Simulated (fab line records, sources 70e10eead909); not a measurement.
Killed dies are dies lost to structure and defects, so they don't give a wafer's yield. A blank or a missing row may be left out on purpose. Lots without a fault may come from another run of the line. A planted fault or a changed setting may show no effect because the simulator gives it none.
fab line records | flow nand_harc
record lots=24 wafers=72 last_day=27
route steps=1159 shown A_CHANNEL_HOLE_D1@478 A_CHANNEL_FILL_D1@493 A_STAIRCASE@530
lots that met no fault: from a run of the same line without faults
start_h: hours from the record's first day to the start of the lot's first wafer shown | wait_h: hours since the lot's step before | " the same as in the row above | L1.1+2: a row that stands for several wafers | - no value, or no start given | * or withheld: withheld | < > ~ a bound
route shown NAME@n: a module of which the file shows steps, and the number in the route of the first | usual: mean/standard deviation of fault-free wafers | same: alike in all rows | chamber/n: place in a boat | sites: the reading at each site | _std_site: their standard deviation | _edge_site: outer sites' mean less inner sites' | radius_mm: how far each site lies from the wafer's centre | mask NAME#n: copy n | behind: the tool/chamber that last shaped the wafer | hold: why the lot was held/for how many hours/how that ended | device: the transistor (n, p or np) that didn't switch | end of line: the same wafers' tests at the end of the route | a step without rows: its recipe alone | killed: dies lost to structure and defects at the first sort, not the wafer's yield | map: a wafer's dies, x killed, . not, _ none there
set.NAME: the setting as run; set.NAME@STEP: as run at that earlier step | model.NAME: the simulator's own value behind a step, which no gauge read
steps of the route over a sample of lots; a table a step, a row a wafer
services: from which hour (start_h, from the record's first day; less than 0 if before it) a tool's chamber was out of use, for how many hours, and why
## steps
# step NHARC_A_CHANNEL_HOLE_D1_ETCH_26
# recipe bias_v=300 source_w=2000 pressure_mtorr=30 time_s=224.1 ar_flow_sccm=375 c4f8_flow_sccm=11.4 o2_flow_sccm=113.6 temp_c=-20 target_depth_a=3000 chemistry=C4F8/O2/Ar
# usual chamber_pressure_mTorr=29.999/0.025 drypump_motor_current_A=5.2/0.42 showerhead_plenum_p_Torr=3.75/0.12 throttle_valve_pct=24.583/0.0089
# columns lot.wafer tool chamber start_h wait_h chamber_pressure_mTorr drypump_motor_current_A rf_hours_counter_h showerhead_plenum_p_Torr throttle_valve_pct
L074.1 har_etch-01 1 165.79 0.7 29.987 4.9 187 3.67 24.574
L074.5 " 1 " " 30.025 4.9 - 3.67 24.594
L074.6 " 0 " " 30.000 5.2 - 3.84 24.601
L077.1 har_etch-02 0 190.32 0.6 30.037 4.8 102 3.93 24.586
L077.4 " 0 " " 29.957 4.8 - 3.93 24.576
L077.6 " 0 " " 29.959 4.8 - 3.93 24.592
L075.2 har_etch-01 1 190.79 0.7 30.021 4.9 198 3.66 24.570
L075.3 " 1 " " 29.988 5.0 - 3.66 24.570
L075.6 " 1 " " 29.988 5.0 - 3.66 24.579
L076.1 har_etch-02 1 194.46 0.7 30.001 5.9 106 3.65 24.596
L076.4 " 1 " " 29.968 5.9 - 3.65 24.574
L076.3 " 0 " " 30.018 4.8 - 3.93 24.576
L078.1 har_etch-01 0 200.01 0.6 30.057 5.2 207 3.83 24.584
L078.4 " 1 " " 30.012 4.9 - 3.65 24.589
L078.5 " 0 " " 30.022 5.2 - 3.83 24.581
L079.4 har_etch-02 1 205.75 0.5 29.980 5.9 - 3.65 24.591
L079.5 " 1 " " 29.986 5.9 - 3.65 24.570
L079.6 " 0 " " 30.047 4.8 - 3.92 24.594
L081.2 har_etch-02 1 221.09 0.7 29.964 5.9 117 3.64 24.577
L081.3 " 1 " " 30.025 6.0 - 3.64 24.604
L081.4 " 0 " " 30.027 4.9 - 3.92 24.584
L082.2 har_etch-01 1 221.88 0.7 29.982 5.0 214 3.65 24.591
L082.4 " 0 " " 30.001 5.2 - 3.83 24.577
L082.6 " 1 " " 30.029 5.0 - 3.65 24.581
L080.2 har_etch-02 1 225.27 0.7 30.042 5.9 121 3.64 24.574
L080.1 " 0 " " 30.046 4.8 121 3.92 24.574
L080.4 " 0 " " 29.986 4.8 - 3.92 24.608
L084.1 har_etch-01 0 237.03 0.7 30.015 5.2 218 3.83 24.577
L084.3 " 0 " " 29.968 5.2 - 3.83 24.573
L084.5 " 1 " " 29.996 5.0 - 3.65 24.589
L083.3 har_etch-02 0 237.65 0.4 30.004 4.8 - 3.92 24.574
L083.5 " 1 " " 30.019 5.9 - 3.64 24.588
L083.6 " 0 " " 29.979 4.8 - 3.92 24.585
L088.2 har_etch-01 0 255.57 0.6 29.982 5.2 225 3.82 24.578
L088.6 " 1 " " 30.018 4.9 - 3.64 24.581
L088.5 " 0 " " 29.965 5.2 - 3.82 24.593
L086.2 har_etch-02 0 255.73 0.6 29.971 4.8 132 3.91 24.581
L086.4 " 0 " " 30.013 4.8 - 3.91 24.586
L086.6 " 1 " " 30.003 5.9 - 3.64 24.575
L085.4 har_etch-01 1 259.81 0.4 30.011 4.9 - 3.64 24.584
L085.6 " 0 " " 30.039 5.2 - 3.82 24.606
L085.5 " 1 " " 29.995 5.0 - 3.64 24.589
L087.4 har_etch-01 0 269.68 0.4 29.965 5.2 - 3.82 24.589
L087.6 " 1 " " 30.022 5.0 - 3.64 24.584
L087.5 " 0 " " 29.979 5.2 - 3.82 24.592
L089.2 har_etch-02 1 278.07 0.7 29.974 5.9 140 3.63 24.574
L089.3 " 0 " " 29.970 4.8 - 3.91 24.583
L089.6 " 1 " " 29.979 5.9 - 3.63 24.582
L090.2 har_etch-01 0 278.20 0.7 29.970 5.2 236 3.82 24.598
L090.1 " 1 " " 30.014 5.0 236 3.64 24.595
L090.5 " 1 " " 29.982 5.0 - 3.64 24.579
L091.1 har_etch-01 1 288.38 0.6 30.035 4.9 242 3.63 24.562
L091.4 " 0 " " 29.966 5.2 - 3.81 24.575
L091.3 " 1 " " 30.012 4.9 - 3.64 24.590
L092.2 har_etch-01 0 292.54 0.6 29.969 5.2 246 3.81 24.576
L092.5 " 1 " " 30.024 5.0 - 3.63 24.586
L092.6 " 0 " " 29.980 5.2 - 3.81 24.579
L094.1 har_etch-02 1 296.33 0.6 30.055 5.9 147 3.63 24.581
L094.6 " 0 " " 29.935 4.8 - 3.90 24.591
L094.5 " 1 " " 29.995 5.9 - 3.63 24.576
L093.1 har_etch-01 1 296.66 0.7 30.027 4.9 250 3.63 24.594
L093.2 " 0 " " 30.014 5.2 250 3.81 24.585
L093.5 " 1 " " 30.012 4.9 - 3.63 24.579
L096.2 har_etch-01 0 303.36 0.7 29.960 5.2 255 3.81 24.573
L096.6 " 0 " " 29.973 5.2 - 3.80 24.576
L096.5 " 1 " " 29.977 5.0 - 3.63 24.579
L095.2 har_etch-02 0 304.54 0.7 30.004 4.8 154 3.90 24.578
L095.1 " 1 " " 29.943 5.9 154 3.62 24.580
L095.6 " 0 " " 29.988 4.8 - 3.90 24.568
L097.3 har_etch-02 0 321.90 0.5 29.976 4.8 - 3.89 24.581
L097.4 " 1 " " 30.042 5.9 - 3.62 24.581
L097.6 " 1 " " 30.007 5.9 - 3.62 24.587
# step NHARC_A_CHANNEL_FILL_D1_ALD_03
# recipe target_thk_a=60 pulse_time_s=60 ald_cycles=58 temp_c=630 pressure_torr=2 material=SiNx
# usual precursor_pulse_height_rel=1.000/0.021 susceptor_temp_C=629.98/0.29
# same ald_cycles=58 pulse_time_s=60
# columns lot.wafer tool chamber start_h wait_h precursor_pulse_height_rel susceptor_temp_C
L074.1 ald_sin_batch-03 0 - - 0.995 629.66
L074.5 " 0 " " 0.983 629.91
L074.6 " 0 " " 0.982 630.07
L075.2 ald_sin_batch-02 0 - - 0.983 630.20
L075.3 " 0 " " 1.006 630.14
L075.6 " 0 " " 0.973 630.04
L076.1 ald_sin_batch-02 0 - - 1.020 629.62
L076.3 " 0 " " 1.034 629.03
L076.4 " 0 " " 1.025 629.58
L077.1 ald_sin_batch-02 0 - - 1.008 630.17
L077.4 " 0 " " 0.999 630.09
L077.6 " 0 " " 0.977 630.17
L078.1 ald_sin_batch-01 0 - - 0.999 -
L078.4 " 0 " " 1.023 -
L078.5 " 0 " " 1.006 -
L079.4 ald_sin_batch-01 0 - - 1.007 629.56
L079.5 " 0 " " 1.013 630.14
L079.6 " 0 " " 1.019 629.70
L081.2 ald_sin_batch-03 0 - - 0.967 630.40
L081.3 " 0 " " 1.008 629.99
L081.4 " 0 " " 0.992 630.55
L082.2 ald_sin_batch-03 0 - - 1.024 630.14
L082.4 " 0 " " 0.990 629.95
L082.6 " 0 " " 1.025 630.18
L080.1 ald_sin_batch-01 0 - - 1.014 629.92
L080.2 " 0 " " 1.027 629.62
L080.4 " 0 " " 0.964 630.11
L083.3 ald_sin_batch-02 0 - - 1.020 629.69
L083.5 " 0 " " 1.021 629.91
L083.6 " 0 " " 1.046 629.85
L084.1 ald_sin_batch-02 0 - - 1.006 630.13
L084.3 " 0 " " 0.980 630.05
L084.5 " 0 " " 0.986 629.97
L086.2 ald_sin_batch-01 0 - - 0.995 630.53
L086.4 " 0 " " 1.009 630.20
L086.6 " 0 " " 0.993 630.20
L088.2 ald_sin_batch-01 0 - - 1.028 629.81
L088.5 " 0 " " 1.003 629.81
L088.6 " 0 " " 0.954 630.19
L085.4 ald_sin_batch-02 0 - - 1.036 630.26
L085.5 " 0 " " 1.020 629.40
L085.6 " 0 " " 0.975 629.85
L087.4 ald_sin_batch-02 0 - - 0.977 629.80
L087.5 " 0 " " 0.971 630.26
L087.6 " 0 " " 1.014 629.82
L089.2 ald_sin_batch-02 0 - - 1.002 -
L089.3 " 0 " " 0.963 -
L089.6 " 0 " " 1.007 -
L090.1 ald_sin_batch-02 0 - - 0.971 -
L090.2 " 0 " " 0.979 -
L090.5 " 0 " " 1.007 -
L091.1 ald_sin_batch-03 0 - - 1.025 629.97
L091.3 " 0 " " 0.994 630.05
L091.4 " 0 " " 0.984 630.21
L092.2 ald_sin_batch-01 0 - - 0.997 630.50
L092.5 " 0 " " 0.994 630.01
L092.6 " 0 " " 1.005 630.30
L093.1 ald_sin_batch-01 0 - - 1.004 -
L093.2 " 0 " " 0.987 -
L093.5 " 0 " " 0.979 -
L094.1 ald_sin_batch-01 0 - - 1.014 -
L094.5 " 0 " " 1.006 -
L094.6 " 0 " " 1.032 -
L095.1 ald_sin_batch-02 0 - - 1.010 629.83
L095.2 " 0 " " 0.972 629.94
L095.6 " 0 " " 0.997 629.94
L096.2 ald_sin_batch-02 0 - - 0.987 630.33
L096.5 " 0 " " 1.052 631.02
L096.6 " 0 " " 1.022 630.08
L097.3 ald_sin_batch-01 0 - - 1.000 -
L097.4 " 0 " " 0.977 -
L097.6 " 0 " " 0.970 -
# step NHARC_A_CHANNEL_FILL_D1_ALD_25
# recipe target_thk_a=600 pulse_time_s=10 ald_cycles=600 temp_c=300 material=SiOx
# usual heater_power_w=464/33 precursor_pulse_height_rel=1.003/0.021 susceptor_temp_C=299.99/0.2
# same ald_cycles=600 pulse_time_s=10
# columns lot.wafer tool chamber start_h wait_h heater_power_w precursor_pulse_height_rel susceptor_temp_C
L074.1 ald_hk-03 0 205.91 1.3 498 1.000 299.82
L074.5 " 2 207.16 2.5 386 1.028 299.91
L074.6 " 3 " " 476 1.004 299.51
L076.4 ald_hk-04 0 236.74 3.5 426 0.985 299.82
L076.1 " 1 " " 516 1.002 299.97
L076.3 " 2 " " 466 1.005 299.90
L075.2 ald_hk-03 3 237.49 4.2 466 1.020 299.85
L075.3 " 0 " " 496 1.039 299.98
L075.6 " 3 239.95 6.7 455 1.001 299.97
L077.4 ald_hk-01 1 238.00 4.7 468 0.963 300.20
L077.1 " 0 239.84 6.6 458 1.030 300.06
L077.6 " 1 " " 483 1.021 300.20
L078.4 ald_hk-04 1 241.00 3.2 508 0.984 299.83
L078.1 " 3 242.24 4.5 463 1.014 300.28
L078.5 " 1 243.47 5.7 507 0.988 300.03
L079.4 ald_hk-01 2 243.91 0.1 504 1.018 299.71
L079.6 " 2 246.36 2.5 496 0.991 299.77
L079.5 " 3 " " 439 0.997 300.38
L081.3 ald_hk-01 3 264.57 0.1 432 0.965 300.27
L081.4 " 0 " " 466 1.032 299.94
L081.2 " 2 266.43 1.9 510 0.975 299.80
L082.2 ald_hk-04 1 264.57 0.1 507 1.009 300.09
L082.4 " 2 " " 469 0.979 300.00
L082.6 " 1 267.03 2.5 502 0.998 299.65
L080.2 ald_hk-03 0 268.79 0.1 489 1.015 299.91
L080.1 " 1 270.02 1.3 407 1.027 300.00
L080.4 " 2 271.24 2.5 381 1.029 300.10
L084.3 ald_hk-01 3 276.93 0.1 435 1.018 299.80
L084.1 " 0 " " 458 0.959 299.94
L084.5 " 0 280.03 3.2 459 1.047 300.26
L083.3 ald_hk-04 2 277.55 0.7 466 1.016 299.82
L083.5 " 1 279.37 2.5 521 0.966 300.14
L083.6 " 2 " " 457 0.992 299.93
L086.2 ald_hk-04 2 293.91 0.1 467 0.995 299.63
L086.4 " 0 295.15 1.3 434 0.958 300.18
L086.6 " 3 297.00 3.1 480 0.992 300.18
L088.2 ald_hk-03 0 295.73 1.9 487 1.002 299.96
L088.6 " 1 " " 431 1.043 299.90
L088.5 " 2 " " 379 0.998 299.56
L085.4 ald_hk-01 1 299.67 1.9 484 0.990 299.86
L085.5 " 2 " " 499 1.001 299.76
L085.6 " 3 " " 438 1.013 300.39
L087.4 ald_hk-01 0 310.10 0.7 452 1.007 300.29
L087.5 " 3 311.95 2.5 438 0.996 300.16
L087.6 " 0 " " 454 0.992 300.17
L090.2 ald_hk-01 1 317.15 0.1 493 1.008 300.13
L090.1 " 3 318.38 1.3 429 0.967 299.63
L090.5 " 1 319.61 2.5 478 0.991 299.91
L089.3 ald_hk-03 0 319.74 2.6 495 1.016 300.07
L089.2 " 1 " " 433 0.974 300.28
L089.6 " 3 321.60 4.5 467 1.003 299.82
L091.1 ald_hk-04 1 327.60 0.4 518 1.001 300.14
L091.3 " 2 " " 471 1.028 300.04
L091.4 " 3 " " 462 1.014 300.10
L092.2 ald_hk-01 1 331.23 0.1 487 1.011 300.10
L092.5 " 1 333.68 2.5 490 0.997 300.13
L092.6 " 2 " " 509 1.034 300.09
L093.2 ald_hk-04 0 336.63 2.5 436 1.017 299.78
L093.1 " 1 337.87 3.8 500 0.959 299.78
L093.5 " 3 340.35 6.2 462 0.957 299.82
L094.1 ald_hk-01 3 336.76 2.7 450 1.040 299.41
L094.5 " 0 " " 434 1.016 299.97
L094.6 " 1 " " 473 1.021 299.97
L095.1 ald_hk-03 1 344.24 0.1 424 1.027 300.19
L095.2 " 0 346.10 1.9 490 1.000 299.70
L095.6 " 1 " " 416 1.009 300.02
L096.2 ald_hk-01 0 344.25 0.1 466 1.000 299.72
L096.5 " 0 346.71 2.5 464 1.040 299.96
L096.6 " 1 " " 483 0.994 300.24
L097.3 ald_hk-04 1 359.98 0.1 502 1.012 299.94
L097.4 " 0 361.83 1.9 449 1.028 300.05
L097.6 " 1 " " 502 1.003 300.37
# step NHARC_A_CHANNEL_FILL_D1_RTA_24
# recipe temp_c=1000 time_s=5
# usual lamp_power_pct=26.8/1.2 wafer_temp_C_max=1005.3/1.5
# columns lot.wafer tool chamber start_h wait_h lamp_power_pct wafer_temp_C_max
L074.1 rtp_anneal-01 0 216.40 0.0 27.8 1003.4
L074.5 " 0 " " 27.8 1004.9
L074.6 " 0 " " 27.8 1004.8
L076.1 rtp_anneal-02 0 248.07 0.1 25.5 1007.6
L076.3 " 0 " " 25.5 1006.1
L076.4 " 0 " " 25.5 1006.4
L077.1 rtp_anneal-02 0 248.24 0.3 25.5 1005.4
L077.4 " 0 " " 25.4 1006.5
L077.6 " 0 " " 25.4 1004.7
L075.2 rtp_anneal-01 0 248.25 0.3 27.9 1004.7
L075.3 " 0 " " 27.8 1003.8
L075.6 " 0 " " 27.8 1004.2
L078.1 rtp_anneal-01 0 252.08 0.0 27.8 1004.9
L078.4 " 0 " " 27.8 1005.2
L078.5 " 0 " " 27.9 1006.0
L079.4 rtp_anneal-01 0 255.63 0.1 27.8 1006.4
L079.5 " 0 " " 27.8 1005.6
L079.6 " 0 " " 27.8 1004.3
L081.2 rtp_anneal-01 0 276.43 0.1 27.8 1003.8
L081.3 " 0 " " 27.9 1005.2
L081.4 " 0 " " 27.8 1005.6
L082.2 rtp_anneal-02 0 276.43 0.1 25.4 1006.7
L082.4 " 0 " " 25.4 1005.5
L082.6 " 0 " " 25.4 1006.5
L080.1 rtp_anneal-02 0 284.31 0.0 25.4 1007.2
L080.2 " 0 " " 25.5 1006.4
L080.4 " 0 " " 25.4 1007.4
L084.1 rtp_anneal-01 0 288.78 0.0 27.8 1004.6
L084.3 " 0 " " 27.8 1004.3
L084.5 " 0 " " 27.8 1004.4
L083.3 rtp_anneal-02 0 288.91 0.2 25.4 1006.1
L083.5 " 0 " " 25.5 1005.4
L083.6 " 0 " " 25.4 1006.5
L086.2 rtp_anneal-01 0 305.76 0.2 27.8 1005.2
L086.4 " 0 " " 27.8 1003.6
L086.6 " 0 " " 27.9 1005.1
L088.2 rtp_anneal-01 0 305.93 0.4 27.8 1005.0
L088.5 " 0 " " 27.8 1004.0
L088.6 " 0 " " 27.9 1003.6
L085.4 rtp_anneal-01 0 309.58 0.1 27.8 1004.5
L085.5 " 0 " " 27.8 1004.9
L085.6 " 0 " " 27.8 1004.6
L087.4 rtp_anneal-02 0 323.43 0.1 25.4 1007.9
L087.5 " 0 " " 25.4 1005.9
L087.6 " 0 " " 25.4 1007.6
L089.2 rtp_anneal-02 0 329.01 0.1 25.4 1005.1
L089.3 " 0 " " 25.4 1007.2
L089.6 " 0 " " 25.5 1006.7
L090.1 rtp_anneal-01 0 329.02 0.0 27.8 1003.4
L090.2 " 0 " " 27.8 1004.0
L090.5 " 0 " " 27.8 1004.0
L091.1 rtp_anneal-01 0 339.47 0.0 27.8 1004.7
L091.3 " 0 " " 27.9 1003.3
L091.4 " 0 " " 27.8 1004.6
L092.2 rtp_anneal-01 0 343.08 0.1 27.8 1003.7
L092.5 " 0 " " 27.9 1003.2
L092.6 " 0 " " 27.9 1003.8
L094.1 rtp_anneal-01 0 346.82 0.0 27.9 1003.4
L094.5 " 0 " " 27.8 1003.7
L094.6 " 0 " " 27.8 1003.6
L093.1 rtp_anneal-02 0 349.85 0.0 25.5 1007.8
L093.2 " 0 " " 25.5 1007.2
L093.5 " 0 " " 25.5 1007.8
L095.1 rtp_anneal-01 0 355.96 0.0 27.8 1004.0
L095.2 " 0 " " 27.8 1006.3
L095.6 " 0 " " 27.8 1002.9
L096.2 rtp_anneal-02 0 355.99 0.1 25.4 1010.1
L096.5 " 0 " " 25.5 1007.9
L096.6 " 0 " " 25.4 1005.0
L097.3 rtp_anneal-02 0 371.93 0.1 25.5 1007.9
L097.4 " 0 " " 25.4 1005.3
L097.6 " 0 " " 25.4 1006.4
# step NHARC_A_STAIRCASE_DESCUM_168
# recipe time_s=3 o2_flow_sccm=200 ar_flow_sccm=0 bias_power_w=0 chemistry=O2
# usual chamber_pressure_mTorr=60.00/0.054 drypump_motor_current_A=5.5/0.4 oes_product_au=1.002/0.0078 rf_vpp_V=57.6/0.89 showerhead_plenum_p_Torr=1.90/0.089 throttle_valve_pct=11.311/0.0086
# columns lot.wafer tool chamber start_h wait_h chamber_pressure_mTorr drypump_motor_current_A oes_product_au rf_hours_counter_h rf_vpp_V showerhead_plenum_p_Torr throttle_valve_pct
L074.1 rie_diel-13 3 217.84 - 60.08 6.5 0.997 39 56.9 1.77 11.304
L074.6 " 1 " " 60.03 5.3 0.995 - 58.9 1.87 11.317
L074.5 " 2 " " 59.96 5.7 1.004 - 57.3 1.81 11.302
L076.4 rie_diel-13 2 249.51 - 59.97 5.7 0.998 50 58.1 1.80 11.309
L076.1 " 3 " " 60.04 6.5 0.996 52 56.5 1.77 11.322
L076.3 " 0 " " 60.05 5.5 0.988 51 56.9 1.95 11.311
L075.2 rie_diel-09 1 249.67 - 59.98 5.4 1.001 63 57.4 1.76 11.317
L075.3 " 3 " " 60.03 5.3 0.996 64 57.3 1.93 11.307
L075.6 " 1 " " 60.07 5.4 1.000 - 57.1 1.76 11.311
L077.1 rie_diel-09 3 249.82 - 60.01 5.2 0.997 64 57.4 1.93 11.303
L077.4 " 1 " " 59.98 5.4 0.998 63 55.7 1.76 11.299
L077.6 " 3 " " 60.02 5.2 0.994 - 58.5 1.93 11.315
L078.1 rie_diel-11 0 253.38 - 59.99 5.5 1.015 17 56.9 1.80 11.292
L078.4 " 1 " " 60.03 5.7 1.015 15 57.3 1.94 11.309
L078.5 " 3 " " 59.94 5.8 1.008 - 57.3 1.87 11.307
L079.4 rie_diel-13 0 256.79 - 59.96 5.5 0.996 53 58.6 1.95 11.300
L079.6 " 1 " " 60.01 5.4 0.983 - 58.6 1.87 11.332
L079.5 " 2 " " 60.07 5.7 0.997 - 56.7 1.80 11.305
L081.3 rie_diel-09 3 278.23 - 59.97 5.3 0.997 4 57.5 1.93 11.303
L081.4 " 0 " " 60.10 4.8 1.003 3 57.3 1.81 11.325
L081.2 " 1 " " 60.00 5.4 1.002 3 58.8 2.08 11.318
L082.4 rie_diel-09 3 278.36 - 59.93 5.2 1.017 4 58.3 1.93 11.303
L082.2 " 0 " " 60.01 4.9 0.987 3 56.7 1.81 11.309
L082.6 " 0 " " 60.08 4.8 1.003 - 57.1 1.81 11.311
L080.4 rie_diel-13 1 286.79 - 60.02 5.3 1.006 2 57.6 1.87 11.312
L080.1 " 2 " " 60.02 5.7 1.004 2 55.9 1.80 11.307
L080.2 " 3 " " 59.98 6.5 0.998 1 58.0 2.08 11.307
L084.3 rie_diel-09 2 289.91 - 60.00 5.3 0.987 8 56.6 1.93 11.314
L084.1 " 3 " " 60.01 5.2 1.001 11 57.9 1.93 11.306
L084.5 " 1 " " 59.94 5.4 1.003 - 58.1 2.07 11.317
L083.3 rie_diel-11 1 290.14 - 59.99 5.7 1.007 34 57.0 1.93 11.316
L083.5 " 0 " " 59.98 5.5 1.000 - 56.7 1.79 11.302
L083.6 " 1 " " 60.09 5.7 1.000 - 58.0 1.94 11.313
L086.2 rie_diel-09 2 306.85 - 59.96 5.3 1.000 14 58.3 1.93 11.307
L086.4 " 0 " " 59.98 4.8 0.999 15 56.9 1.81 11.319
L086.6 " 2 " " 59.96 5.3 0.998 - 58.5 1.93 11.311
L088.2 rie_diel-09 0 307.15 - 59.97 4.8 0.992 15 57.3 1.81 11.310
L088.6 " 0 " " 59.94 4.8 0.998 - 56.9 1.81 11.323
L088.5 " 1 " " 60.01 5.4 0.999 - 58.4 2.07 11.306
L085.4 rie_diel-13 2 310.77 - 59.96 5.7 1.016 9 58.8 1.80 11.308
L085.6 " 1 " " 59.96 5.4 0.997 - 56.4 1.86 11.306
L085.5 " 2 " " 59.97 5.7 1.013 - 57.7 1.80 11.319
L087.4 rie_diel-13 2 324.62 - 60.04 5.7 1.011 15 57.3 1.79 11.308
L087.6 " 0 " " 59.93 5.4 1.006 - 57.3 1.95 11.292
L087.5 " 1 " " 59.99 5.3 1.001 - 58.2 1.86 11.320
L089.2 rie_diel-13 0 330.23 - 60.05 5.4 1.004 15 57.1 1.95 11.314
L089.3 " 3 " " 60.03 6.5 0.994 15 59.2 2.07 11.304
L089.6 " 1 " " 59.95 5.4 0.993 - 58.7 1.86 11.311
L090.1 rie_diel-13 1 330.29 - 60.09 5.4 1.004 16 57.4 1.86 11.311
L090.2 " 2 " " 59.97 5.7 1.013 16 58.2 1.79 11.307
L090.5 " 1 " " 60.03 5.4 0.993 - 57.0 1.86 11.295
L091.4 rie_diel-13 3 340.72 - 60.04 6.5 1.000 17 59.2 2.07 11.303
L091.3 " 1 " " 60.03 5.3 1.005 19 57.7 1.86 11.326
L091.1 " 2 " " 60.02 5.7 1.006 19 58.4 1.79 11.306
L092.2 rie_diel-09 0 344.20 - 59.99 4.8 0.993 29 56.5 1.81 11.315
L092.5 " 1 " " 60.02 5.4 0.992 - 57.7 2.07 11.317
L092.6 " 2 " " 60.07 5.3 0.992 - 57.1 1.93 11.301
L094.1 rie_diel-11 0 347.96 - 59.98 5.5 1.017 54 56.8 1.79 11.315
L094.6 " 1 " " 60.00 5.7 1.009 - 57.6 1.93 11.305
L094.5 " 2 " " 59.94 5.8 1.001 - 58.4 1.87 11.310
L093.1 rie_diel-11 2 351.03 - 59.86 5.8 1.005 55 56.4 1.87 11.303
L093.2 " 0 " " 60.06 5.5 1.021 56 57.1 1.79 11.303
L093.5 " 2 " " 60.05 5.8 1.011 - 56.5 1.87 11.320
L095.2 rie_diel-13 2 357.25 - 59.93 5.7 1.010 24 57.1 1.79 11.312
L095.1 " 1 " " 60.02 5.3 1.009 24 57.5 1.86 11.302
L095.6 " 2 " " 60.06 5.7 1.010 - 57.1 1.79 11.317
L096.2 rie_diel-11 0 358.65 - 59.97 5.5 1.004 59 58.6 1.79 11.315
L096.6 " 2 " " 60.05 5.7 1.007 - 58.8 1.86 11.319
L096.5 " 3 " " 60.02 5.7 1.002 - 58.2 1.86 11.321
L097.4 rie_diel-09 1 373.17 - 60.02 5.4 1.001 35 57.7 2.06 11.317
L097.3 " 3 " " 59.99 5.2 1.008 41 58.3 1.92 11.302
L097.6 " 2 " " 60.01 5.3 0.992 - 59.6 1.92 11.309
# step NHARC_A_STAIRCASE_ETCH_199
# recipe target_depth_a=1000 time_s=40.5 ion_energy_ev=400 c4f8_flow_sccm=20 o2_flow_sccm=10 ar_flow_sccm=withheld rf_w=600 bias_w=1000 chemistry=C4F8/O2
# usual chamber_pressure_mTorr=24.998/0.024 oes_product_au=0.940/0.011 rf_vpp_V=895/5.6
# columns lot.wafer tool chamber start_h wait_h chamber_pressure_mTorr oes_product_au rf_hours_counter_h rf_vpp_V
L074.1 rie_diel-13 1 - - 24.970 0.935 42 894
L074.5 " 3 " " 25.013 0.939 - 886
L074.6 " 1 " " 24.967 0.941 - 894
L075.3 rie_diel-13 1 - - 25.002 0.932 55 894
L075.2 " 2 " " 25.015 0.930 55 889
L075.6 " 1 " " 24.983 0.937 - 894
L077.1 rie_diel-11 2 - - 25.005 0.935 22 894
L077.4 " 3 " " 24.969 0.950 22 894
L077.6 " 3 " " 24.973 0.962 - 894
L076.4 rie_diel-13 3 - - 25.006 0.936 57 886
L076.1 " 0 " " 25.015 0.921 55 900
L076.3 " 1 " " 24.963 0.929 55 893
L078.4 rie_diel-13 0 - - 25.012 0.926 57 896
L078.1 " 1 " " 24.978 0.918 58 894
L078.5 " 0 " " 24.997 0.929 - 898
L079.4 rie_diel-09 1 - - 25.030 0.952 1 906
L079.5 " 1 " " 24.980 0.943 - 905
L079.6 " 2 " " 25.002 0.934 - 896
L081.2 rie_diel-09 3 - - 25.077 0.952 11 897
L081.3 " 0 " " 25.008 0.936 8 891
L081.4 " 2 " " 24.990 0.921 8 897
L082.4 rie_diel-11 2 - - 24.974 0.942 35 894
L082.2 " 3 " " 25.055 0.948 35 893
L082.6 " 3 " " 25.003 0.930 - 894
L080.2 rie_diel-09 2 - - 24.994 0.917 10 899
L080.1 " 0 " " 25.011 0.923 11 890
L080.4 " 2 " " 24.998 0.935 - 897
L084.1 rie_diel-09 0 - - 24.986 0.935 13 889
L084.3 " 3 " " 25.033 0.943 15 896
L084.5 " 3 " " 24.970 0.939 - 898
L083.3 rie_diel-11 2 - - 25.064 0.919 39 892
L083.5 " 2 " " 24.992 0.926 - 894
L083.6 " 3 " " 24.986 0.925 - 891
L088.2 rie_diel-13 0 - - 25.004 0.949 10 900
L088.5 " 2 " " 25.007 0.944 - 890
L088.6 " 3 " " 25.001 0.940 - 906
L086.2 rie_diel-09 0 - - 24.999 0.936 19 889
L086.4 " 3 " " 24.985 0.937 21 896
L086.6 " 1 " " 25.008 0.936 - 906
L085.4 rie_diel-11 2 - - 24.976 0.939 47 894
L085.6 " 2 " " 24.983 0.946 - 895
L085.5 " 3 " " 25.045 0.943 - 893
L087.4 rie_diel-13 1 - - 24.979 0.943 17 893
L087.6 " 0 " " 25.010 0.957 - 899
L087.5 " 1 " " 25.025 0.954 - 893
L089.2 rie_diel-09 2 - - 24.956 0.943 24 896
L089.3 " 3 " " 25.020 0.941 30 896
L089.6 " 0 " " 24.986 0.934 - 890
L090.1 rie_diel-11 0 - - 24.993 0.956 52 889
L090.2 " 3 " " 25.016 0.966 52 895
L090.5 " 0 " " 24.964 0.956 - 888
L091.1 rie_diel-09 3 - - 25.007 0.950 32 894
L091.4 " 1 " " 24.974 0.936 23 906
L091.3 " 2 " " 25.010 0.950 27 898
L092.2 rie_diel-13 1 - - 24.993 0.938 22 892
L092.5 " 2 " " 24.951 0.949 - 889
L092.6 " 3 " " 25.002 0.950 - 905
L094.1 rie_diel-11 3 - - 24.970 0.946 57 893
L094.5 " 0 " " 24.989 0.962 - 888
L094.6 " 1 " " 25.020 0.951 - 898
L093.1 rie_diel-09 2 - - 24.998 0.943 33 896
L093.2 " 3 " " 25.025 0.937 39 896
L093.5 " 2 " " 24.982 0.931 - 897
L095.2 rie_diel-09 1 - - 25.002 0.942 32 906
L095.1 " 3 " " 24.995 0.946 40 896
L095.6 " 2 " " 24.975 0.946 - 895
L096.2 rie_diel-09 2 - - 24.994 0.931 35 897
L096.5 " 0 " " 24.999 0.941 - 888
L096.6 " 2 " " 25.018 0.925 - 897
L097.4 rie_diel-09 1 - - 24.997 0.929 38 903
L097.3 " 0 " " 24.983 0.940 39 889
L097.6 " 1 " " 24.959 0.930 - 906
## services
# columns tool chamber start_h hours kind
ald_hk-03 - 144.00 10.0 pm
rie_diel-09 0 159.68 - clean
rie_diel-09 1 159.68 - clean
rie_diel-09 2 159.68 - clean
rie_diel-09 3 159.68 - clean
rie_diel-09 0 184.23 - clean
rie_diel-09 1 184.23 - clean
rie_diel-09 2 184.23 - clean
ald_hk-04 - 186.18 10.0 pm
rie_diel-11 - 189.65 9.0 pm
rie_diel-13 2 225.68 4.4 repair
ald_hk-01 - 228.00 10.0 pm
rie_diel-11 1 241.89 9.1 repair
rie_diel-09 - 254.15 9.0 pm
ald_sin_batch-03 - 260.67 6.4 repair
rie_diel-13 - 276.20 9.0 pm
har_etch-02 - 279.79 9.0 repair
rie_diel-09 1 290.16 10.6 repair
rtp_anneal-02 - 300.00 12.0 pm
har_etch-01 - 305.00 17.0 pm
ald_sin_batch-03 - 314.00 26.0 pm
rie_diel-09 - 350.67 2.0 repair
rie_diel-11 - 366.68 9.0 pm
har_etch-02 - 371.92 11.2 repair
## key
fault none
